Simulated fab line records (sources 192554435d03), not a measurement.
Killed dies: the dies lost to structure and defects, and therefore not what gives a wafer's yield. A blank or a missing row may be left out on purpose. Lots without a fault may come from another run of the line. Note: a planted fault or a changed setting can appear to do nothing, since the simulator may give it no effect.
fab line records	flow n5_finfet
[record] lots = 8	wafers = 24	last_day = 17
route steps=1938 shown BEOL_M1@768 BEOL_M4@1111 PASSIVATION@1936
lots that met no fault: from a run of the same line without faults
start_h: hours from the record's opening day to when the first of the lot's shown wafers began	wait_h: how many hours have passed since the lot's step before this one	" repeats the value in the row above	L1.1+2: a single row standing in for several wafers	- no value, or no start was given	* or withheld: withheld	< > ~ a bound
route shown NAME@n: a module of which the file shows steps, and the number in the route of the first	usual: mean/standard deviation taken from wafers without a fault	same: alike in all rows	chamber/n: place in a boat	sites: the reading at each site	_std_site: the values' standard deviation	_edge_site: inner sites' mean taken away from outer sites' mean	radius_mm: how far each site lies from the wafer's centre	mask NAME#n: copy n	behind: the most recent tool/chamber to have shaped the wafer	hold: why the lot went on hold/how many hours it stayed there/how the hold came to an end	device: which transistor (n, p or np) failed to switch	end of line: tests run on the same wafers once the route is complete	for a step that has no rows: nothing shown but its recipe	killed: the dies lost at the first sort to structure and to defects; this is not the yield of the wafer	map: dies across one wafer; x = killed, . = not, _ = none there
set.NAME: the setting the step ran with; set.NAME@STEP: the setting that earlier step ran with	model.NAME: the simulator's own value behind a step, which no gauge read
steps of the route over a sample of lots; a table a step, a row a wafer
services: when a tool's chamber went out of use (start_h, in hours from the record's first day, below 0 if earlier), for how many hours, and the reason
[[steps]]
[step N5_BEOL_M1_ETCH_74]
[recipe] chemistry = N2/H2	target = underlayer	target_depth_a = 65	mask_material = CAR-EUV	time_s = 5.2	ion_energy_ev = 200	pressure_mtorr = 30	source_w = 840	bias_w = 150	n2_flow_sccm = 200	h2_flow_sccm = 200	ends = cleared
[usual] drypump_motor_current_A = 5.6/0.41	etch_rf_on_time_s = 5.23/0.17	oes_product_au = 0.64/0.057	rf_vpp_V = 524.1/2.1	showerhead_plenum_p_Torr = 2.54/0.06	throttle_valve_pct = 17.93/0.18
lot.wafer	tool	chamber	start_h	wait_h	drypump_motor_current_A	etch_rf_on_time_s	oes_product_au	rf_hours_counter_h	rf_vpp_V	showerhead_plenum_p_Torr	throttle_valve_pct
L173.2	rie_diel-03	3	137.36	0.0	5.6	4.95	0.67	147	525.2	2.65	18.07
L173.5	"	1	"	"	5.1	5.24	0.65	-	522.6	2.53	17.78
L173.6	"	2	"	"	5.1	5.25	0.58	-	524.5	2.60	17.73
L179.2	rie_diel-05	3	179.86	0.0	5.8	5.12	0.64	163	524.2	2.54	18.14
L179.5	"	1	"	"	5.6	5.54	0.58	-	524.2	2.54	18.02
L179.6	"	2	"	"	5.3	5.33	0.62	-	522.5	2.52	17.75
L181.2	rie_diel-05	0	190.70	0.0	5.8	5.26	0.61	192	526.5	2.62	17.91
L181.3	"	3	"	"	5.8	5.25	0.63	166	521.1	2.54	18.13
L181.5	"	1	"	"	5.6	5.65	0.57	-	525.2	2.54	18.02
L183.2	rie_diel-04	3	209.42	0.0	5.0	5.32	0.58	244	524.1	2.48	17.90
L183.3	"	0	"	"	6.2	5.09	0.63	194	522.4	2.53	18.05
L183.5	"	3	"	"	5.0	5.32	0.58	-	524.0	2.48	17.91
L185.1	rie_diel-03	3	217.77	0.0	5.6	4.92	0.65	171	527.9	2.64	18.10
L185.2	"	1	"	"	5.1	5.14	0.64	164	523.1	2.52	17.84
L185.5	"	2	"	"	5.1	5.03	0.84	-	526.7	2.59	17.39
L186.1	rie_diel-04	2	230.23	0.0	6.6	5.08	0.59	246	520.1	2.40	18.03
L186.3	"	0	"	"	6.1	5.08	0.62	201	524.1	2.53	18.06
L186.4	"	1	"	"	5.5	5.32	0.66	125	524.5	2.54	18.13
L188.1	rie_diel-03	1	234.81	0.0	5.1	5.16	0.64	168	525.0	2.52	17.83
L188.2	"	3	"	"	5.6	4.95	0.65	175	527.5	2.63	18.10
L188.3	"	2	"	"	5.1	5.04	0.81	8	525.6	2.59	17.39
L190.2	rie_diel-04	2	243.33	0.0	6.5	5.03	0.58	251	518.5	2.40	18.06
L190.4	"	2	"	"	6.6	5.03	0.58	-	519.7	2.40	18.04
L190.5	"	0	"	"	6.2	5.03	0.62	-	524.4	2.53	18.05
[step N5_BEOL_M1_STRIP_19]
[recipe] chemistry = O2	power_w = 400	temp_c = 40	pressure_mtorr = 30	rf_frequency_hz = 6e+07	bias_power_w = 0	overash_fraction = 0.2	o2_flow_sccm = 225
[usual] drypump_motor_current_A = 5.6/0.43	oes_product_au = 0.75/0.063	rf_vpp_V = 3.6/0.53	showerhead_plenum_p_Torr = 2.10/0.055	throttle_valve_pct = 16.80/0.15
lot.wafer	tool	chamber	start_h	wait_h	drypump_motor_current_A	oes_product_au	rf_hours_counter_h	rf_vpp_V	showerhead_plenum_p_Torr	throttle_valve_pct
L173.2	rie_diel-05	2	137.73	0.1	5.3	0.73	165	3.9	2.10	16.64
L173.5	"	3	"	"	5.8	0.75	-	2.9	2.09	16.75
L173.6	"	0	"	"	5.8	0.74	-	3.2	2.20	16.96
L179.2	rie_diel-05	0	180.18	0.1	5.8	0.73	190	4.1	2.20	16.97
L179.5	"	2	"	"	5.2	0.72	-	4.5	2.10	16.66
L179.6	"	1	"	"	5.6	0.72	-	4.8	2.09	16.81
L181.2	rie_diel-05	3	191.03	0.1	5.8	0.74	166	3.6	2.09	16.77
L181.3	"	1	"	"	5.6	0.71	193	3.4	2.09	16.84
L181.5	"	3	"	"	5.8	0.74	-	3.0	2.09	16.78
L183.2	rie_diel-05	0	209.74	0.1	5.8	0.72	197	4.1	2.19	16.97
L183.3	"	2	"	"	5.2	0.71	184	3.5	2.10	16.68
L183.5	"	3	"	"	5.8	0.74	-	3.5	2.09	16.79
L185.1	rie_diel-04	2	218.19	0.2	6.5	0.69	243	3.4	1.98	16.67
L185.2	"	3	"	"	5.0	0.69	247	4.3	2.07	16.98
L185.5	"	0	"	"	6.1	0.72	-	2.8	2.09	16.75
L186.1	rie_diel-04	0	230.56	0.1	6.1	0.72	201	3.7	2.08	16.76
L186.3	"	2	"	"	6.5	0.68	246	4.7	1.98	16.71
L186.4	"	0	"	"	6.2	0.72	-	4.2	2.08	16.75
L188.1	rie_diel-04	1	235.13	0.1	5.5	0.77	126	3.2	2.11	17.01
L188.2	"	0	"	"	6.2	0.72	202	3.7	2.08	16.77
L188.3	"	2	"	"	6.5	0.68	248	3.5	1.98	16.71
L190.2	rie_diel-03	2	243.65	0.1	5.1	0.96	11	3.6	2.14	16.27
L190.4	"	0	"	"	5.5	0.85	75	3.9	2.04	16.67
L190.5	"	0	"	"	5.5	0.85	-	4.8	2.04	16.67
[step N5_BEOL_M1_INSPECT_30]
[recipe] mode = adi	inspect_instrument = brightfield
[usual] raw_defect_count = 391/93
lot.wafer	tool	chamber	start_h	wait_h	raw_defect_count
L173.2	defect_inspect-01	-	138.21	0.0	259
L173.5	"	-	"	"	338
L173.6	"	-	"	"	566
L179.2	defect_inspect-02	-	180.91	0.0	269
L179.5	"	-	"	"	351
L179.6	"	-	"	"	375
L181.2	defect_inspect-01	-	191.63	0.0	1203
L181.3	"	-	"	"	1290
L181.5	"	-	"	"	1453
L183.2	defect_inspect-02	-	210.35	0.0	1429
L183.3	"	-	"	"	1445
L183.5	"	-	"	"	1421
L185.1	defect_inspect-02	-	218.79	0.1	405
L185.2	"	-	"	"	368
L185.5	"	-	"	"	587
L186.1	defect_inspect-01	-	231.17	0.1	479
L186.3	"	-	"	"	409
L186.4	"	-	"	"	463
L188.1	defect_inspect-01	-	235.74	0.1	324
L188.2	"	-	"	"	390
L188.3	"	-	"	"	234
L190.2	defect_inspect-01	-	244.13	0.0	294
L190.4	"	-	"	"	319
L190.5	"	-	"	"	398
[step N5_BEOL_M1_DESCUM_33]
[recipe] chemistry = O2	time_s = 7	source_power_w = 50	bias_power_w = 20	pressure_mtorr = 20	rf_frequency_hz = 2.712e+07	temp_c = 40	resist = CAR-EUV	o2_flow_sccm = 225
[usual] drypump_motor_current_A = 5.7/0.46	oes_product_au = 0.74/0.058	rf_vpp_V = 242.9/1.2	showerhead_plenum_p_Torr = 2.09/0.059	throttle_valve_pct = 20.56/0.16
lot.wafer	tool	chamber	start_h	wait_h	drypump_motor_current_A	oes_product_au	rf_hours_counter_h	rf_vpp_V	showerhead_plenum_p_Torr	throttle_valve_pct
L173.2	rie_diel-04	3	138.25	0.0	5.0	0.70	226	242.5	2.08	20.67
L173.5	"	2	"	"	6.5	0.69	-	241.5	1.98	20.40
L173.6	"	3	"	"	5.0	0.70	-	242.9	2.08	20.68
L179.2	rie_diel-05	2	181.05	0.1	5.2	0.72	178	241.6	2.09	20.43
L179.5	"	2	"	"	5.2	0.71	-	243.1	2.09	20.42
L179.6	"	3	"	"	5.8	0.74	-	242.8	2.09	20.51
L181.2	rie_diel-05	1	191.66	0.0	5.6	0.71	193	242.7	2.08	20.59
L181.3	"	0	"	"	5.8	0.72	192	244.6	2.19	20.72
L181.5	"	1	"	"	5.6	0.71	-	242.9	2.08	20.56
L183.2	rie_diel-05	0	210.39	0.0	5.8	0.73	198	243.8	2.19	20.73
L183.3	"	2	"	"	5.2	0.72	184	243.1	2.09	20.42
L183.5	"	3	"	"	5.8	0.74	-	242.8	2.08	20.51
L185.1	rie_diel-03	2	218.99	0.2	5.1	0.99	5	245.3	2.14	20.08
L185.2	"	3	"	"	5.6	0.76	172	243.7	2.18	20.82
L185.5	"	0	"	"	5.5	0.85	-	242.8	2.04	20.46
L186.1	rie_diel-04	0	231.20	0.0	6.1	0.72	201	243.6	2.08	20.50
L186.3	"	1	"	"	5.5	0.77	125	243.7	2.10	20.78
L186.4	"	2	"	"	6.5	0.68	-	240.7	1.97	20.43
L188.1	rie_diel-04	1	235.77	0.0	5.5	0.77	127	242.3	2.10	20.78
L188.2	"	2	"	"	6.6	0.67	248	242.9	1.97	20.42
L188.3	"	0	"	"	6.2	0.72	203	242.7	2.08	20.51
L190.2	rie_diel-04	0	244.27	0.1	6.1	0.72	206	242.1	2.08	20.52
L190.4	"	2	"	"	6.6	0.67	-	240.4	1.97	20.43
L190.5	"	0	"	"	6.1	0.72	-	242.5	2.08	20.51
[step N5_BEOL_M1_STRIP_36]
[recipe] chemistry = N2/H2	power_w = 450	temp_c = 40	pressure_mtorr = 20	rf_frequency_hz = 6e+07	overash_fraction = 0.3	bias_power_w = 7	h2_frac = 0.5	n2_flow_sccm = 200	h2_flow_sccm = 200
[usual] drypump_motor_current_A = 5.6/0.44	oes_product_au = 0.78/0.084	rf_vpp_V = 59.2/1.5	showerhead_plenum_p_Torr = 2.53/0.065	throttle_valve_pct = 23.72/0.24
lot.wafer	tool	chamber	start_h	wait_h	drypump_motor_current_A	oes_product_au	rf_hours_counter_h	rf_vpp_V	showerhead_plenum_p_Torr	throttle_valve_pct
L173.2	rie_diel-03	1	138.72	0.0	5.1	0.77	140	59.3	2.52	23.61
L173.5	"	0	"	"	5.5	0.88	-	59.6	2.48	23.81
L173.6	"	3	"	"	5.6	0.77	-	60.7	2.64	23.66
L179.2	rie_diel-05	2	186.44	0.0	5.3	0.71	179	57.8	2.52	23.45
L179.5	"	3	"	"	5.9	0.74	-	59.7	2.54	24.04
L179.6	"	0	"	"	5.8	0.73	-	60.8	2.62	23.54
L181.2	rie_diel-03	3	196.08	0.0	5.6	0.76	163	61.0	2.64	23.68
L181.3	"	0	"	"	5.5	0.86	-	61.2	2.47	23.80
L181.5	"	3	"	"	5.6	0.76	-	60.6	2.64	23.69
L183.2	rie_diel-03	0	213.34	0.0	5.5	0.86	67	57.6	2.47	23.80
L183.3	"	2	"	"	5.1	0.99	3	60.0	2.59	23.19
L183.5	"	3	"	"	5.6	0.75	-	57.9	2.63	23.69
L185.1	rie_diel-05	1	219.48	0.0	5.6	0.70	201	60.4	2.53	23.76
L185.2	"	0	"	"	5.8	0.72	200	60.9	2.61	23.56
L185.5	"	2	"	"	5.3	0.72	-	58.5	2.52	23.49
L186.1	rie_diel-03	3	233.70	0.0	5.6	0.75	175	57.7	2.63	23.69
L186.3	"	2	"	"	5.1	0.96	8	58.5	2.59	23.23
L186.4	"	0	"	"	5.4	0.85	72	60.1	2.47	23.84
L188.1	rie_diel-03	0	239.75	0.0	5.5	0.85	74	59.1	2.47	23.84
L188.2	"	2	"	"	5.1	0.95	10	57.6	2.59	23.21
L188.3	"	3	"	"	5.6	0.74	177	59.4	2.63	23.70
L190.2	rie_diel-04	0	257.12	0.0	6.2	0.72	209	58.2	2.52	23.98
L190.4	"	0	"	"	6.1	0.71	-	56.5	2.52	23.97
L190.5	"	3	"	"	5.0	0.99	-	55.3	2.47	23.24
[step N5_BEOL_M4_RC_MEAS_101]
[usual] DIBL_N = 36.2/1.6	DIBL_P = 36.1/2	IOFF_N = 0.16/0.032	IOFF_P = 0.22/0.036	ION_N = 672/11	ION_P = 463/7.5	SS_N = 71.4/0.58	SS_P = 73.2/0.67	VT_N = 250/3.3	VT_P = -250/3.3
lot.wafer	tool	chamber	start_h	wait_h	DIBL_N[mV/V]	DIBL_P[mV/V]	IOFF_N[nA/um]	IOFF_P[nA/um]	ION_N[uA/um]	ION_P[uA/um]	SS_N[mV/dec]	SS_P[mV/dec]	VT_N[mV]	VT_P[mV]
L173.2	prober-02	0	181.64	0.2	36.3	35.6	0.16	0.23	683	474	71.8	73.3	247	-250
L173.5	"	0	"	"	37.3	37.0	0.18	0.25	680	465	71.7	73.5	247	-246
L173.6	"	0	"	"	37.1	36.1	0.16	0.22	680	472	71.6	73.8	248	-250
L179.2	prober-02	0	224.69	0.2	37.7	37.1	0.17	0.24	675	471	71.8	73.0	247	-246
L179.5	"	0	"	"	37.3	38.2	0.16	0.26	678	471	71.5	74.0	248	-245
L179.6	"	0	"	"	37.0	38.0	0.16	0.24	682	466	71.5	72.8	249	-246
L181.2	prober-01	0	238.05	0.2	35.3	35.8	0.15	0.24	675	474	71.6	72.6	250	-246
L181.3	"	0	"	"	36.7	37.5	0.18	0.27	681	474	72.1	73.8	247	-243
L181.5	"	0	"	"	36.0	36.4	0.15	0.24	677	471	71.7	73.5	250	-247
L183.2	prober-02	0	253.70	0.2	37.5	39.2	0.22	0.26	680	463	71.8	74.1	243	-250
L183.3	"	0	"	"	39.5	41.9	0.26	0.31	693	475	73.1	74.5	243	-246
L183.5	"	0	"	"	37.5	39.3	0.20	0.25	690	472	71.6	74.0	245	-250
L185.1	prober-02	0	270.23	0.0	35.3	35.2	0.15	0.20	676	465	71.4	73.8	248	-251
L185.2	"	0	"	"	41.1	40.7	0.29	0.29	699	466	73.2	74.8	240	-247
L185.5	"	0	"	"	36.6	37.4	0.17	0.23	674	466	71.1	73.8	247	-247
L186.1	prober-02	0	276.46	0.0	34.2	33.8	0.13	0.18	647	455	70.6	72.7	253	-253
L186.3	"	0	"	"	33.3	32.6	0.13	0.17	657	459	70.6	72.4	251	-251
L186.4	"	0	"	"	36.3	36.6	0.17	0.23	665	457	72.2	73.4	248	-250
L188.1	prober-02	0	286.14	0.0	34.9	35.6	0.14	0.23	668	463	71.3	73.1	253	-246
L188.2	"	0	"	"	32.7	32.1	0.12	0.18	677	467	70.6	72.5	251	-248
L188.3	"	0	"	"	37.0	37.2	0.19	0.27	681	472	71.7	73.3	245	-244
L190.2	prober-02	0	305.23	0.2	40.5	38.1	0.21	0.27	666	462	71.8	73.7	246	-247
L190.4	"	0	"	"	37.6	34.2	0.15	0.20	660	462	71.4	72.6	250	-250
L190.5	"	0	"	"	38.3	34.9	0.16	0.20	653	457	71.7	72.8	251	-250
[step N5_PASSIVATION_PROBE_49]
[usual] defect_limited_yield = 91.4/1.3	killed_at_M0_to_M3 = 34/10	killed_at_M4_up = 14/5.6	killed_at_contacts = 13/5.9	killed_at_front_end = 37/9.9	killed_at_other = 3.5/2.8	killed_dies = 101/15	killed_on_rim = 13/3.9	killed_open = 67/12	killed_short = 32/6.6	sort_bin_4_leakage = 0.00/0.014	sort_bin_5_function = 5.0/0.81	sort_bin_6_memory = 3.2/0.66	sort_n_pass = 1079/15	sort_yield_pct = 91.4/1.3
[same] gross_dies = 1180	killed_at_back_side = 0	sort_bin_8_speed[%] = 0
lot.wafer	tool	chamber	start_h	wait_h	defect_limited_yield[%]	killed_at_M0_to_M3	killed_at_M4_up	killed_at_contacts	killed_at_front_end	killed_at_other	killed_dies	killed_on_rim	killed_open	killed_short	sort_bin_4_leakage[%]	sort_bin_5_function[%]	sort_bin_6_memory[%]	sort_n_pass	sort_yield_pct[%]
L173.2	prober-02	-	288.47	0.1	92.5	39	12	8	26	3	88	16	59	28	0	4.0	3.2	1092	92.5
L173.5	prober-02	-	288.62	0.2	92.6	33	22	4	26	2	87	13	61	23	0	4.4	2.5	1093	92.6
L173.6	prober-02	-	288.67	0.3	92.4	34	14	8	30	4	90	16	55	34	0	4.3	3.2	1090	92.4
L179.2	prober-01	-	336.84	0.1	93.1	21	13	9	35	3	81	12	47	27	0	3.8	1.9	1099	93.1
L179.5	prober-01	-	336.99	0.2	92.7	17	9	12	47	1	86	7	50	35	0	3.8	3.0	1094	92.7
L179.6	prober-01	-	337.04	0.3	93.7	27	13	8	24	2	74	2	52	22	0	3.6	2.5	1106	93.7
L181.2	prober-01	-	342.33	0.1	88.8	64	13	19	34	2	132	22	58	29	0	6.4	3.1	1048	88.8
L181.3	prober-01	-	342.38	0.1	81.9	147	10	15	34	8	214	21	51	28	0	10.0	3.9	966	81.9
L181.5	prober-01	-	342.48	0.2	88.8	64	10	18	38	2	132	29	56	28	0	7.1	2.5	1048	88.8
L183.2	prober-02	-	359.23	0.1	86.8	106	11	20	15	4	156	26	39	29	0	6.9	3.5	1024	86.8
L183.3	prober-02	-	359.28	0.1	85.6	102	9	33	22	4	170	34	60	26	0	8.5	3.2	1010	85.6
L183.5	prober-02	-	359.38	0.2	87.4	75	10	22	42	0	149	34	64	39	0	7.0	4.0	1031	87.4
L185.1	prober-01	-	371.93	0.0	91.8	23	14	9	51	0	97	10	73	24	0	5.4	2.5	1083	91.8
L185.2	prober-01	-	371.98	0.1	91.9	33	21	8	34	0	96	15	64	32	0.17	4.6	3.4	1082	91.7
L185.5	prober-01	-	372.13	0.2	87.6	55	20	21	45	5	146	14	96	50	0	7.1	4.5	1034	87.6
L186.1	prober-01	-	376.57	0.0	89.5	32	13	18	57	4	124	12	75	48	0	6.4	3.6	1056	89.5
L186.3	prober-01	-	376.67	0.1	91.9	53	6	11	26	0	96	15	69	27	0	4.1	4.0	1084	91.9
L186.4	prober-01	-	376.72	0.2	89.8	53	10	15	42	0	120	16	84	36	0	5.8	3.9	1060	89.8
L188.1	prober-01	-	395.85	0.0	93.6	26	12	4	25	9	76	16	45	29	0	4.0	2.0	1104	93.6
L188.2	prober-01	-	395.90	0.1	92.2	37	14	5	32	4	92	4	60	32	0	4.8	2.9	1088	92.2
L188.3	prober-01	-	395.95	0.1	91.2	40	4	17	39	4	104	14	58	45	0	5.2	3.5	1076	91.2
L190.2	prober-02	-	404.77	0.1	90.8	34	8	10	53	4	109	16	70	32	0	5.2	3.3	1071	90.8
L190.4	prober-02	-	404.87	0.2	91.9	37	14	8	31	6	96	12	67	27	0	4.7	3.3	1084	91.9
L190.5	prober-02	-	404.92	0.2	90.9	38	7	10	50	2	107	14	79	27	0	4.8	3.9	1073	90.9
// killed by level:class
L173.2 BEOL_M2:geometric_particle:open=9 STI_FIN_REVEAL:geometric_particle:open=8 MOL_CONTACT_COAG:geometric_particle:open=8 BEOL_M0_SAQP:geometric_particle:open=6 GATE_CUT:geometric_particle:short=5 BEOL_M0_SAQP:geometric_particle:short=5 BEOL_M0:geometric_particle:open=5 BEOL_M1:geometric_particle:open=4
L173.5 BEOL_M2:geometric_particle:open=12 BEOL_M4:geometric_particle:open=10 GATE_CUT:geometric_particle:short=6 BEOL_M0_SAQP:geometric_particle:open=6 STI_FIN_REVEAL:geometric_particle:open=4 BEOL_M1:geometric_particle:open=4 FIN_SAQP:geometric_particle:open=3 GATE_CUT:geometric_particle:open=3
L173.6 MOL_CONTACT_COAG:geometric_particle:open=7 FIN_SAQP:geometric_particle:short=6 BEOL_M0_SAQP:geometric_particle:short=6 STI_FIN_REVEAL:geometric_particle:open=5 BEOL_M0_SAQP:geometric_particle:open=5 BEOL_M2:geometric_particle:open=5 BEOL_M4:geometric_particle:open=5 BEOL_M1:geometric_particle:short=4
L179.2 BEOL_M1:geometric_particle:open=8 MOL_CONTACT_COAG:geometric_particle:open=7 HKMG_FIN:area_etch=7 BEOL_M4:geometric_particle:open=6 STI_FIN_REVEAL:geometric_particle:open=5 GATE_CUT:geometric_particle:short=5 STARTING-WAFER:geometric_particle:open=5 BEOL_M0_SAQP:geometric_particle:short=4
L179.5 FIN_SAQP:geometric_particle:short=18 FIN_SAQP:geometric_particle:open=11 MOL_CONTACT_COAG:geometric_particle:open=11 BEOL_M0_SAQP:geometric_particle:short=6 BEOL_M2:geometric_particle:open=5 BEOL_M4:geometric_particle:open=5 DUMMY_GATE:geometric_particle:open=4 GATE_CUT:geometric_particle:short=4
L179.6 BEOL_M1:geometric_particle:open=8 MOL_CONTACT_COAG:geometric_particle:open=7 BEOL_M4:geometric_particle:open=7 BEOL_M2:geometric_particle:open=6 STI_FIN_REVEAL:geometric_particle:open=5 DUMMY_GATE:geometric_particle:open=5 BEOL_M1:geometric_particle:short=5 FIN_SAQP:geometric_particle:open=3
L181.2 BEOL_M1:unspecified=44 MOL_CONTACT_COAG:geometric_particle:open=13 FIN_SAQP:geometric_particle:open=6 MOL_CONTACT_COAG:geometric_particle:short=6 BEOL_M4:geometric_particle:open=6 FIN_SAQP:geometric_particle:short=5 BEOL_M0_SAQP:geometric_particle:open=5 DUMMY_GATE:geometric_particle:open=4
L181.3 BEOL_M1:unspecified=130 MOL_CONTACT_COAG:geometric_particle:open=13 FIN_SAQP:geometric_particle:open=7 FIN_SAQP:geometric_particle:short=7 BEOL_M4:geometric_particle:open=6 STI_FIN_REVEAL:geometric_particle:open=5 HKMG_FIN:area_etch=5 BEOL_M0_SAQP:geometric_particle:short=4
L181.5 BEOL_M1:unspecified=45 MOL_CONTACT_COAG:geometric_particle:open=15 FIN_SAQP:geometric_particle:open=9 BEOL_M0:geometric_particle:open=6 FIN_SAQP:geometric_particle:short=6 BEOL_M0_SAQP:geometric_particle:open=6 DUMMY_GATE:geometric_particle:open=5 GATE_CUT:geometric_particle:open=4
L183.2 BEOL_M1:unspecified=88 MOL_CONTACT_COAG:geometric_particle:open=12 MOL_CONTACT_COAG:geometric_particle:short=8 BEOL_M2:geometric_particle:open=5 FIN_SAQP:geometric_particle:short=4 BEOL_M0_SAQP:geometric_particle:short=4 BEOL_M4:geometric_particle:open=4 STI_FIN_REVEAL:geometric_particle:open=3
L183.3 BEOL_M1:unspecified=84 MOL_CONTACT_COAG:geometric_particle:open=26 STI_FIN_REVEAL:geometric_particle:open=7 MOL_CONTACT_COAG:geometric_particle:short=7 BEOL_M1:geometric_particle:open=7 STARTING-WAFER:geometric_particle:open=4 STI_FIN_REVEAL:geometric_particle:short=3 ILD0:geometric_particle:short=3
L183.5 BEOL_M1:unspecified=46 STI_FIN_REVEAL:geometric_particle:open=17 MOL_CONTACT_COAG:geometric_particle:open=14 FIN_SAQP:geometric_particle:short=8 MOL_CONTACT_COAG:geometric_particle:short=8 BEOL_M2:geometric_particle:open=8 BEOL_M3:geometric_particle:short=8 STI_FIN_REVEAL:geometric_particle:short=7
L185.1 STI_FIN_REVEAL:geometric_particle:open=24 FIN_SAQP:geometric_particle:open=7 BEOL_M0_SAQP:geometric_particle:open=6 BEOL_M4:geometric_particle:open=6 STI_FIN_REVEAL:geometric_particle:short=5 MOL_CONTACT_COAG:geometric_particle:open=5 BEOL_M3:geometric_particle:open=4 ILD0:geometric_particle:short=4
L185.2 STI_FIN_REVEAL:geometric_particle:open=11 BEOL_M0_SAQP:geometric_particle:short=11 BEOL_M4:geometric_particle:open=7 MOL_CONTACT_COAG:geometric_particle:open=6 BEOL_M2:geometric_particle:open=6 BEOL_M3:geometric_particle:short=5 BEOL_M8:geometric_particle:open=5 BEOL_M0_SAQP:geometric_particle:open=4
L185.5 MOL_CONTACT_COAG:geometric_particle:open=18 STI_FIN_REVEAL:geometric_particle:open=12 BEOL_M1:geometric_particle:open=12 BEOL_M0_SAQP:geometric_particle:short=11 BEOL_M0_SAQP:geometric_particle:open=11 BEOL_M4:geometric_particle:open=9 BEOL_M3:geometric_particle:open=7 ILD0:geometric_particle:short=6
L186.1 STI_FIN_REVEAL:geometric_particle:open=17 MOL_CONTACT_COAG:geometric_particle:open=11 FIN_SAQP:geometric_particle:short=7 GATE_CUT:geometric_particle:short=7 MOL_CONTACT_COAG:geometric_particle:short=7 BEOL_M0_SAQP:geometric_particle:short=6 BEOL_M0_SAQP:geometric_particle:open=6 FIN_SAQP:geometric_particle:open=5
L186.3 BEOL_M0_SAQP:geometric_particle:open=12 MOL_CONTACT_COAG:geometric_particle:open=11 BEOL_M0_SAQP:geometric_particle:short=10 BEOL_M1:geometric_particle:open=8 BEOL_M3:geometric_particle:open=8 FIN_SAQP:geometric_particle:open=6 BEOL_M2:geometric_particle:open=6 STI_FIN_REVEAL:geometric_particle:open=4
L186.4 MOL_CONTACT_COAG:geometric_particle:open=14 BEOL_M0_SAQP:geometric_particle:short=14 BEOL_M0_SAQP:geometric_particle:open=13 STI_FIN_REVEAL:geometric_particle:open=12 FIN_SAQP:geometric_particle:open=7 BEOL_M1:geometric_particle:open=7 GATE_CUT:geometric_particle:short=6 BEOL_M2:geometric_particle:open=6
L188.1 BEOL_M0_SAQP:geometric_particle:short=8 BEOL_M2:geometric_particle:open=8 BEOL_M4:geometric_particle:open=5 FIN_SAQP:geometric_particle:open=4 STI_FIN_REVEAL:geometric_particle:open=3 DUMMY_GATE:geometric_particle:open=3 GATE_CUT:geometric_particle:short=3 GATE_CUT:geometric_particle:open=3
L188.2 BEOL_M0_SAQP:geometric_particle:short=15 FIN_SAQP:geometric_particle:open=10 BEOL_M2:geometric_particle:open=9 BEOL_M4:geometric_particle:open=9 FIN_SAQP:geometric_particle:short=7 STI_FIN_REVEAL:geometric_particle:open=7 BEOL_M0_SAQP:geometric_particle:open=7 MOL_CONTACT_COAG:geometric_particle:open=4
L188.3 BEOL_M0_SAQP:geometric_particle:short=18 MOL_CONTACT_COAG:geometric_particle:open=15 BEOL_M0_SAQP:geometric_particle:open=10 STI_FIN_REVEAL:geometric_particle:open=6 DUMMY_GATE:geometric_particle:open=6 GATE_CUT:geometric_particle:short=6 FIN_SAQP:geometric_particle:short=5 BEOL_M1:geometric_particle:open=4
L190.2 STI_FIN_REVEAL:geometric_particle:open=15 FIN_SAQP:geometric_particle:open=11 BEOL_M2:geometric_particle:open=9 GATE_CUT:geometric_particle:short=8 BEOL_M3:geometric_particle:open=7 MOL_CONTACT_COAG:geometric_particle:open=6 BEOL_M3:geometric_particle:short=6 HKMG_FIN:area_etch=6
L190.4 BEOL_M3:geometric_particle:open=16 MOL_CONTACT_COAG:geometric_particle:open=7 STI_FIN_REVEAL:geometric_particle:open=5 BEOL_M0_SAQP:geometric_particle:short=5 BEOL_M4:geometric_particle:open=5 BEOL_M1:geometric_particle:open=4 STARTING-WAFER:geometric_particle:open=4 DUMMY_GATE:geometric_particle:short=4
L190.5 SPACER0:geometric_particle:open=13 FIN_SAQP:geometric_particle:open=11 BEOL_M3:geometric_particle:open=11 MOL_CONTACT_COAG:geometric_particle:open=7 DUMMY_GATE:geometric_particle:open=7 BEOL_M0:geometric_particle:open=6 BEOL_M0_SAQP:geometric_particle:open=5 STI_FIN_REVEAL:geometric_particle:open=4
[[services]]
tool	chamber	start_h	hours	kind
rie_diel-04	-	118.88	14.6	pm
rie_diel-04	3	164.80	1.4	repair
rie_diel-03	2	186.93	-	clean
rie_diel-03	2	186.93	-	consumable_replace:focus_ring
rie_diel-03	2	186.93	16.4	scheduled_down
rie_diel-03	2	186.93	16.4	vent_cycle
rie_diel-03	1	194.09	2.4	repair
rie_diel-04	3	230.43	-	clean
rie_diel-04	3	230.43	-	consumable_replace:focus_ring
rie_diel-04	3	230.43	24.4	scheduled_down
rie_diel-04	3	230.43	24.4	vent_cycle
rie_diel-03	1	238.76	4.5	repair
rie_diel-04	2	254.91	-	clean
rie_diel-04	2	254.91	-	consumable_replace:focus_ring
rie_diel-04	2	254.91	-	consumable_replace:showerhead
rie_diel-04	2	254.91	16.8	scheduled_down
rie_diel-04	2	254.91	16.8	vent_cycle
[[key]]
[first_sign] step = N5_BEOL_M1_INSPECT_30	reading = raw_defect_count	direction = up	sigmas = 11	usual = 391	struck = 1374
[effect] step = N5_PASSIVATION_PROBE_49	reading = killed_at_M0_to_M3	direction = up	sigmas = 5.7	usual = 34	struck = 93
[more_kills_born_at] N5_BEOL_M1_STRIP_19@rie_diel-05 = 437
met_at N5_BEOL_M1_STRIP_19
struck_lots L181,L183
not_acting_at N5_BEOL_M1_ETCH_74,N5_BEOL_M1_DESCUM_33,N5_BEOL_M1_STRIP_36
onset_between 180.18 191.03
[fault] kind = chamber_particle_source	tool = rie_diel-05	chamber = -	onset_h = 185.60	steps = N5_BEOL_M1_STRIP_19	rate_per_visit_cm2 = 1.4563	end_h = 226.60
